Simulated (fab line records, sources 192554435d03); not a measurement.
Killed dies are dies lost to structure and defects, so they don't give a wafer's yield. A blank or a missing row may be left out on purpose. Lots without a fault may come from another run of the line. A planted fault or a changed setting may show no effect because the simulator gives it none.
fab line records | flow n5_finfet
record lots=7 wafers=18 last_day=16
route steps=1938 shown BEOL_M4@1089 PASSIVATION@1936
lots that met no fault: from a run of the same line without faults
start_h: hours from the record's first day to the start of the lot's first wafer shown | wait_h: hours since the lot's step before | " the same as in the row above | L1.1+2: a row that stands for several wafers | - no value, or no start given | * or withheld: withheld | < > ~ a bound
route shown NAME@n: a module of which the file shows steps, and the number in the route of the first | usual: mean/standard deviation of fault-free wafers | same: alike in all rows | chamber/n: place in a boat | sites: the reading at each site | _std_site: their standard deviation | _edge_site: outer sites' mean less inner sites' | radius_mm: how far each site lies from the wafer's centre | mask NAME#n: copy n | behind: the tool/chamber that last shaped the wafer | hold: why the lot was held/for how many hours/how that ended | device: the transistor (n, p or np) that didn't switch | end of line: the same wafers' tests at the end of the route | a step without rows: its recipe alone | killed: dies lost to structure and defects at the first sort, not the wafer's yield | map: a wafer's dies, x killed, . not, _ none there
set.NAME: the setting as run; set.NAME@STEP: as run at that earlier step | model.NAME: the simulator's own value behind a step, which no gauge read
lots at some steps of the route; a table a step, a row a wafer
services: from which hour (start_h, from the record's first day; less than 0 if before it) a tool's chamber was out of use, for how many hours, and why
## steps
# step N5_BEOL_M4_ANNEAL_82
# recipe temp_c=400 time_s=240 ambient=vacuum
# step N5_BEOL_M4_SPUTTER_86
# recipe material=Cu target_thk_a=45 temp_c=-20 chamber_pressure_pa=0.07 power_w=withheld time_s=8.29
# usual throttle_valve_pct=30.1/0.94
# columns lot.wafer tool chamber start_h wait_h throttle_valve_pct
L897.3 pvd_sputter-03 - 183.82 0.1 29.4
L897.5 " - " " 28.4
L897.6 " - " " 31.0
L900.2 pvd_sputter-02 - 200.62 0.1 29.1
L900.5 " - " " 29.1
L900.6 " - " " 30.3
L905.3 pvd_sputter-03 - 232.66 0.1 31.0
L905.4 " - " " 30.7
L909.3 pvd_sputter-02 - 251.56 0.1 30.2
L909.4 " - " " 29.4
L908.3 pvd_sputter-01 - 253.35 0.1 29.6
L908.4 " - " " 30.5
L913.1 pvd_sputter-03 - 278.59 0.1 28.5
L913.3 " - " " 31.4
L913.6 " - " " 30.6
L914.1 pvd_sputter-03 - 281.86 0.1 28.7
L914.2 " - " " 29.1
L914.4 " - " " 31.0
# step N5_BEOL_M4_ANNEAL_87
# recipe temp_c=400 time_s=240 ambient=vacuum
# step N5_BEOL_M4_SPUTTER_88
# recipe material=Cu target_thk_a=45 temp_c=-20 chamber_pressure_pa=0.07 power_w=withheld time_s=8.29
# step N5_BEOL_M4_ANNEAL_89
# recipe temp_c=400 time_s=240 ambient=vacuum
# step N5_BEOL_M4_SPUTTER_90
# recipe material=Cu target_thk_a=45 temp_c=-20 chamber_pressure_pa=0.07 power_w=withheld time_s=8.29
# step N5_BEOL_M4_ANNEAL_91
# recipe temp_c=400 time_s=240 ambient=vacuum
# usual heater_power_w=807/87
# columns lot.wafer tool chamber start_h wait_h heater_power_w
L897.3 pvd_sputter-03 - 184.34 0.0 850
L897.5 " - " " 684
L897.6 " - " " 830
L900.2 pvd_sputter-02 - 201.14 0.0 753
L900.5 " - " " 748
L900.6 " - " " 761
L905.3 pvd_sputter-03 - 233.18 0.0 826
L905.4 " - " " 764
L909.3 pvd_sputter-02 - 252.08 0.0 774
L909.4 " - " " 1050
L908.3 pvd_sputter-01 - 253.87 0.0 748
L908.4 " - " " 938
L913.1 pvd_sputter-03 - 279.11 0.0 670
L913.3 " - " " 821
L913.6 " - " " 768
L914.1 pvd_sputter-03 - 282.38 0.0 696
L914.2 " - " " 824
L914.4 " - " " 829
# step N5_BEOL_M4_SPUTTER_92
# recipe material=Cu target_thk_a=45 temp_c=-20 chamber_pressure_pa=0.07 power_w=withheld time_s=8.29
# step N5_BEOL_M4_ANNEAL_93
# recipe temp_c=400 time_s=240 ambient=vacuum
# step N5_BEOL_M4_SPUTTER_94
# recipe material=Cu target_thk_a=45 temp_c=-20 chamber_pressure_pa=0.07 power_w=withheld time_s=8.29
# step N5_BEOL_M4_ANNEAL_95
# recipe temp_c=400 time_s=240 ambient=vacuum
# usual heater_power_w=809/88
# columns lot.wafer tool chamber start_h wait_h heater_power_w
L897.3 pvd_sputter-03 - 184.78 0.0 825
L897.5 " - " " 674
L897.6 " - " " 796
L900.2 pvd_sputter-02 - 201.58 0.0 745
L900.5 " - " " 765
L900.6 " - " " 780
L905.3 pvd_sputter-03 - 233.62 0.0 847
L905.4 " - " " 749
L909.3 pvd_sputter-02 - 252.52 0.0 779
L909.4 " - " " 1048
L908.3 pvd_sputter-01 - 254.31 0.0 728
L908.4 " - " " 943
L913.1 pvd_sputter-03 - 279.55 0.0 700
L913.3 " - " " 828
L913.6 " - " " 756
L914.1 pvd_sputter-03 - 282.82 0.0 684
L914.2 " - " " 815
L914.4 " - " " 827
# step N5_BEOL_M4_SPUTTER_96
# recipe material=Cu target_thk_a=45 temp_c=-20 chamber_pressure_pa=0.07 power_w=withheld time_s=8.29
# usual throttle_valve_pct=30.1/0.93
# columns lot.wafer tool chamber start_h wait_h throttle_valve_pct
L897.3 pvd_sputter-03 - 184.92 0.1 29.3
L897.5 " - " " 28.5
L897.6 " - " " 31.0
L900.2 pvd_sputter-02 - 201.72 0.1 29.2
L900.5 " - " " 29.3
L900.6 " - " " 30.5
L905.3 pvd_sputter-03 - 233.76 0.1 31.1
L905.4 " - " " 30.5
L909.3 pvd_sputter-02 - 252.66 0.1 30.1
L909.4 " - " " 29.6
L908.3 pvd_sputter-01 - 254.45 0.1 29.4
L908.4 " - " " 30.5
L913.1 pvd_sputter-03 - 279.69 0.1 28.4
L913.3 " - " " 31.5
L913.6 " - " " 30.9
L914.1 pvd_sputter-03 - 282.96 0.1 28.4
L914.2 " - " " 29.2
L914.4 " - " " 31.2
# step N5_BEOL_M4_ECD_50
# recipe material=Cu target_thk_a=3000
# columns lot.wafer tool chamber start_h wait_h model.Cu_of_BEOL_M4_ECD_50.thk_nm
L897.3 ecd_cu-02 0 185.06 0.1 300.8
L897.5 " 1 " " 297.2
L897.6 " 0 " " 299.6
L900.2+6 ecd_cu-01 0 201.84 0.1 303.2
L900.5 " 1 " " 297.4
L905.3 ecd_cu-02 1 233.89 0.1 301.8
L905.4 " 0 " " 588.8
L909.3 ecd_cu-02 0 252.80 0.1 305.2
L909.4 " 1 " " 584
L908.3 ecd_cu-02 1 254.58 0.1 298.4
L908.4 " 0 " " 583.4
L913.1 ecd_cu-01 1 279.81 0.1 301.6
L913.3 " 1 " " 301.2
L913.6 " 0 " " 301
L914.1+2 ecd_cu-01 0,1 283.07 0.1 303
L914.4 " 1 " " 304
# step N5_BEOL_M4_ANNEAL_51
# recipe temp_c=225 time_s=90 ambient=N2
# usual wafer_temp_C_max=225.9/0.31
# columns lot.wafer tool chamber start_h wait_h wafer_temp_C_max
L897.3 rtp_anneal-01 0 185.21 0.1 226.0
L897.5 " 0 " " 225.7
L897.6 " 0 " " 225.9
L900.2 rtp_anneal-02 0 201.96 0.1 226.0
L900.5 " 0 " " 225.7
L900.6 " 0 " " 225.7
L905.3 rtp_anneal-02 0 234.14 0.2 226.0
L905.4 " 0 " " 225.9
L909.3 rtp_anneal-02 0 253.02 0.2 225.5
L909.4 " 0 " " 225.6
L908.3 rtp_anneal-02 0 254.73 0.1 225.6
L908.4 " 0 " " 225.7
L913.1 rtp_anneal-01 0 279.93 0.1 226.1
L913.3 " 0 " " 226.5
L913.6 " 0 " " 226.1
L914.1 rtp_anneal-01 0 283.15 0.1 226.0
L914.2 " 0 " " 226.0
L914.4 " 0 " " 226.0
# step N5_BEOL_M4_CMP_52
# recipe stop_on=SiOC t_overpolish_s=6.8 down_force_psi=1 platen_rpm=50 clearing_platen_down_force_psi=1.5 clearing_platen_rpm=50 post_cmp_clean=cu_alkaline target_thk_nm=40 clearing_platen_pad_velocity_m_s=0.99484 pad_velocity_m_s=0.99484
# usual edge_zone_pressure_frac=1.000/0.0045 motor_current_A=6.2/0.64 retaining_ring_pressure_frac=1.000/0.0045 slurry_flow_ml_min=150.0/0.49 time_to_endpoint_s=62/3.7
# columns lot.wafer tool chamber start_h wait_h edge_zone_pressure_frac motor_current_A retaining_ring_pressure_frac slurry_flow_ml_min time_to_endpoint_s
L897.3 cmp-02 0 185.43 0.2 0.997 6.1 0.996 149.8 59
L897.5 " 0 " " 1.000 6.1 0.992 149.9 57
L897.6 " 1 " " 0.998 7.0 1.002 150.5 62
L900.2 cmp-02 1 202.29 0.3 1.002 6.9 1.000 150.3 58
L900.5 " 3 " " 1.009 6.4 0.999 150.8 56
L900.6 " 0 " " 1.003 6.0 0.994 149.4 53
L905.3 cmp-01 0 234.35 0.2 0.997 6.8 1.005 150.4 64
L905.4 " 3 " " 1.001 5.5 1.004 149.9 122
L909.4 cmp-02 3 253.31 0.2 1.000 6.0 1.006 150.3 119
L909.3 " 0 " " 0.999 6.0 0.989 149.7 57
L908.4 cmp-04 3 254.94 0.1 1.003 5.7 1.008 149.2 120
L908.3 " 2 " " 1.000 7.0 1.002 150.5 63
L913.1 cmp-04 3 280.23 0.3 1.003 5.4 1.004 150.2 64
L913.3 " 1 " " 0.997 5.8 0.998 150.5 67
L913.6 " 3 " " 0.994 5.6 1.002 149.9 62
L914.1 cmp-04 0 283.45 0.3 1.004 6.8 0.995 149.8 68
L914.4 " 1 " " 1.000 5.5 1.003 149.5 69
L914.2 " 2 " " 1.002 6.6 0.999 149.5 65
# step N5_BEOL_M4_THK_MEAS_53
# recipe thk_meas_gauge=xrf reads=Cu_of_BEOL_M4_ECD_50
# usual M4_THK=40.5/1.7
# columns lot.wafer tool chamber start_h wait_h M4_THK[nm]
L897.3 film_metro-02 - 185.73 - 40.4
L897.5 " - " " 37.0
L897.6 " - " " 39.3
L900.2 film_metro-01 - 202.51 - 39.2
L900.5 " - " " 39.6
L900.6 " - " " 39.4
L905.3 film_metro-02 - 234.64 - 40.1
L905.4 " - " " 40.0
L909.3 film_metro-02 - 253.53 - 36.9
L909.4 " - " " 37.8
L908.3 film_metro-01 - 255.24 - 40.9
L908.4 " - " " 39.7
L913.1 film_metro-02 - 280.52 - 40.0
L913.3 " - " " 43.9
L913.6 " - " " 42.1
L914.1 film_metro-02 - 283.74 - 41.7
L914.2 " - " " 41.4
L914.4 " - " " 41.7
# step N5_BEOL_M4_RC_MEAS_101
# usual DIBL_N=36.1/1.6 DIBL_P=35.8/2.1 IOFF_N=0.16/0.031 IOFF_P=0.21/0.034 ION_N=673/12 ION_P=461/7.2 SS_N=71.4/0.59 SS_P=73.3/0.63 VT_N=250/3.1 VT_P=-250/3.3
# columns lot.wafer tool chamber start_h wait_h DIBL_N[mV/V] DIBL_P[mV/V] IOFF_N[nA/um] IOFF_P[nA/um] ION_N[uA/um] ION_P[uA/um] SS_N[mV/dec] SS_P[mV/dec] VT_N[mV] VT_P[mV]
L897.3 prober-02 0 186.35 0.3 35.4 35.2 0.12 0.18 651 460 71.8 73.1 252 -251
L897.5 " 0 " " 34.6 33.7 0.12 0.16 666 452 70.6 72.8 254 -255
L897.6 " 0 " " 36.8 36.7 0.15 0.20 675 462 72.1 73.5 250 -250
L900.2 prober-01 0 203.01 0.2 38.2 37.8 0.18 0.23 680 463 72.2 73.3 251 -249
L900.5 " 0 " " 40.0 41.0 0.21 0.29 679 465 72.3 74.3 247 -246
L900.6 " 0 " " 39.5 39.4 0.21 0.25 690 462 72.2 73.2 246 -247
L905.3 prober-01 0 235.26 0.3 33.1 32.4 0.11 0.14 661 449 70.6 72.2 254 -256
L905.4 " 0 " " 36.2 36.8 0.15 0.19 670 457 70.8 72.1 251 -255
L909.3 prober-02 0 254.15 0.3 33.5 33.2 0.13 0.17 668 463 70.3 72.5 250 -252
L909.4 " 0 " " 36.6 36.0 0.18 0.20 687 461 72.0 73.0 246 -254
L908.3 prober-01 0 255.86 0.3 35.0 33.9 0.13 0.18 673 460 70.8 73.0 252 -254
L908.4 " 0 " " 35.4 35.4 0.14 0.22 673 466 71.7 73.9 251 -248
L913.1 prober-01 0 280.84 0.0 39.6 40.8 0.21 0.29 676 466 72.4 75.0 243 -247
L913.3 " 0 " " 37.1 36.2 0.16 0.20 670 458 71.8 72.8 249 -250
L913.6 " 0 " " 37.7 38.0 0.19 0.22 682 460 72.4 73.3 250 -247
L914.1 prober-01 0 284.14 0.0 32.9 31.4 0.10 0.15 633 446 70.2 71.6 260 -256
L914.2 " 0 " " 35.6 34.5 0.14 0.20 675 460 71.4 73.2 252 -253
L914.4 " 0 " " 34.8 34.1 0.13 0.19 660 449 70.8 72.9 251 -253
# step N5_PASSIVATION_PROBE_49
# usual defect_limited_yield=91.0/1.5 killed_at_M0_to_M3=35/11 killed_at_M4_up=13/6 killed_at_contacts=14/6.5 killed_at_front_end=40/12 killed_at_other=4/3.4 killed_dies=106/18 killed_open=68/14 killed_short=35/7.7 sort_bin_5_function=5.2/0.98 sort_bin_6_memory=3.4/0.72 sort_bin_8_speed=0.02/0.24 sort_n_pass=1074/18 sort_yield_pct=91.0/1.5
# same gross_dies=1180 killed_at_back_side=0 sort_bin_4_leakage[%]=0
# columns lot.wafer tool chamber start_h wait_h defect_limited_yield[%] killed_at_M0_to_M3 killed_at_M4_up killed_at_contacts killed_at_front_end killed_at_other killed_dies killed_open killed_short sort_bin_5_function[%] sort_bin_6_memory[%] sort_bin_8_speed[%] sort_n_pass sort_yield_pct[%]
L905.3 prober-02 - 337.84 0.1 94.2 16 13 10 30 0 69 43 23 3.1 2.7 0 1111 94.2
# killed by level:class
L905.3 BEOL_M1:geometric_particle:open=10 MOL_CONTACT_COAG:geometric_particle:open=6 STI_FIN_REVEAL:geometric_particle:open=5 DUMMY_GATE:geometric_particle:open=5 FIN_SAQP:geometric_particle:open=4 FIN_SAQP:geometric_particle:short=4 BEOL_M4:geometric_particle:short=4 ILD0:geometric_particle:short=3
## services
# columns tool chamber start_h hours kind
cmp-01 - 182.90 1.0 repair
cmp-01 - 190.13 0.5 repair
pvd_sputter-02 - 205.02 2.0 repair
cmp-01 - 215.26 4.0 pm
ecd_cu-01 - 216.77 1.2 repair
cmp-01 - 219.26 - consumable_replace:conditioner
cmp-01 - 219.26 - consumable_replace:pad
cmp-02 - 231.34 4.0 pm
cmp-04 - 233.64 1.8 repair
cmp-02 - 235.34 - consumable_replace:conditioner
cmp-02 - 235.34 - consumable_replace:pad
pvd_sputter-01 - 246.25 3.0 repair
ecd_cu-02 - 254.73 1.0 repair
cmp-04 - 258.03 0.8 repair
cmp-01 - 281.67 3.9 repair
## key
first_sign step=N5_BEOL_M4_CMP_52 reading=time_to_endpoint_s direction=up sigmas=16 usual=* struck=*
effect none on later readings
model_effect step=N5_BEOL_M4_ECD_50 value=Cu_of_BEOL_M4_ECD_50.thk_nm without=299.7 struck=585.4
met_at N5_BEOL_M4_ECD_50
struck_wafers L905.4,L908.4,L909.4
onset_between 185.06 233.89
fault kind=process_parameter_drift tool=ecd_cu-02 chamber=- onset_h=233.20 steps=N5_BEOL_M4_ECD_50 channel=target_thk_a offset=* shape=step end_h=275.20 scope=struck_wafers_only acts_in=* stated=*
